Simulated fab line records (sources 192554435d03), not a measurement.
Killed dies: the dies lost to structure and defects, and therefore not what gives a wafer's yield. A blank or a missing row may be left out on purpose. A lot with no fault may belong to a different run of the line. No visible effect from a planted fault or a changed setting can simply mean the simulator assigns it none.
Which tool did it?    flow n5Finfet    12 lots with 36 wafers sampled at 5 steps, on a route of 1938 steps

## WHAT EACH GAUGE READ, for each wafer
N5_BEOL_M9_THK_MEAS_53: measures by xrf.
lot   measured      on            M9_THK (nm)
L075  day 9 20:56   filmMetro-01  140.9 142.4 143.8
L077  day 10 15:20  filmMetro-01  144.9 145.2 143.2
L079  day 11 09:26  filmMetro-01  142.3 146.2 148.6
L081  day 12 02:35  filmMetro-02  142.2 147.8 142.7
L083  day 12 09:08  filmMetro-02  141.4 143.9 141.0
L085  day 12 17:15  filmMetro-02  137.5 141.9 137.8
L087  day 13 01:57  filmMetro-02  141.8 142.7 143.7
L088  day 13 13:48  filmMetro-01  145.6 142.6 142.7
L092  day 14 03:25  filmMetro-02  141.5 138.3 141.2
L094  day 15 05:43  filmMetro-02  142.1 139.0 143.2
L097  day 15 09:51  filmMetro-02  144.4 140.7 142.7
L096  day 15 09:46  filmMetro-01  137.1 138.7 137.2

## EACH LOT AND THE TOOL THAT RAN IT (in order: tool; ch and the chambers of the sampled wafers; start)
lot   N5_BEOL_M8_CURE_75            N5_BEOL_M8_DEP_56                N5_BEOL_M9_HM_OPEN_17             N5_BEOL_M9_SPUTTER_48
L075  uvCure-02 ch 0, day 9 10:58   pecvd-04 ch 0, day 9 14:40       rieMetal-03 ch 1, day 9 17:23     pvdSputter-02, day 9 20:07
L077  uvCure-03 ch 0, day 10 04:33  pecvd-02 ch 0,1,2, day 10 07:16  rieMetal-01 ch 0,1, day 10 08:53  pvdSputter-01, day 10 13:32
L079  uvCure-02 ch 2, day 10 20:41  pecvd-03 ch 0,1,2, day 10 23:59  rieMetal-02 ch 0,1, day 11 02:53  pvdSputter-02, day 11 08:34
L081  uvCure-02 ch 2, day 11 16:16  pecvd-02 ch 0,1,2, day 11 18:17  rieMetal-02 ch 0,1, day 11 21:35  pvdSputter-03, day 12 00:18
L083  uvCure-03 ch 0, day 11 23:19  pecvd-03 ch 1,2, day 12 02:25    rieMetal-03 ch 0,1, day 12 04:59  pvdSputter-03, day 12 08:14
L085  uvCure-03 ch 0, day 12 05:18  pecvd-04 ch 1,2, day 12 08:29    rieMetal-02 ch 0,1, day 12 11:44  pvdSputter-03, day 12 16:26
L087  uvCure-03 ch 1, day 12 14:20  pecvd-02 ch 1,2, day 12 16:32    rieMetal-03 ch 0,1, day 12 20:22  pvdSputter-02, day 13 00:25
L088  uvCure-02 ch 2, day 13 03:27  pecvd-03 ch 0,1,2, day 13 06:25  rieMetal-02 ch 0,1, day 13 08:38  pvdSputter-01, day 13 12:52
L092  uvCure-03 ch 2, day 13 12:25  pecvd-03 ch 1,2, day 13 14:35    rieMetal-01 ch 0, day 13 18:35    pvdSputter-03, day 14 02:35
L094  uvCure-03 ch 1, day 14 20:50  pecvd-02 ch 0,1,2, day 14 23:42  rieMetal-01 ch 0,1, day 15 01:23  pvdSputter-02, day 15 04:05
L097  uvCure-01 ch 1, day 14 21:14  pecvd-04 ch 1,2, day 15 00:04    rieMetal-03 ch 0,1, day 15 03:39  pvdSputter-01, day 15 09:02
L096  uvCure-02 ch 1, day 14 21:23  pecvd-02 ch 0,1,2, day 15 00:34  rieMetal-03 ch 0, day 15 04:14    pvdSputter-01, day 15 08:57
- N5_BEOL_M8_CURE_75: cures SiCOH lowk, time 120 s.
- N5_BEOL_M8_DEP_56: deposits SiCN from 3MS/NH3, target thk 10 nm, time 17.5 s.
- N5_BEOL_M9_HM_OPEN_17: chemistry Cl2/BCl3, target TiN, target depth 20 nm, overetch 6 nm.
- N5_BEOL_M9_SPUTTER_48: material Cu, target thk 12 nm, time 2 s.

## THE ANSWER, worked out from the rows above alone
Rule: usual is defined by the lots themselves. Put in order of their means at a reading, lots are off if they are a third of the lots or fewer, leave a main group of 4 or more, and stand apart from it by a gap of 3 or more times the standard deviation of the main group's means; of several such gaps the widest counts. If all means in a main group match to the digits the tables above print for the reading, that group is not used. A lot without any number at a reading at which 4 lots or more have one is off too. Where the step has rows for the other lots, those lots are counted as sound.
Nothing can be told from this: no lot is off at any reading shown.

## WHAT THE SIMULATOR HAD INSERTED
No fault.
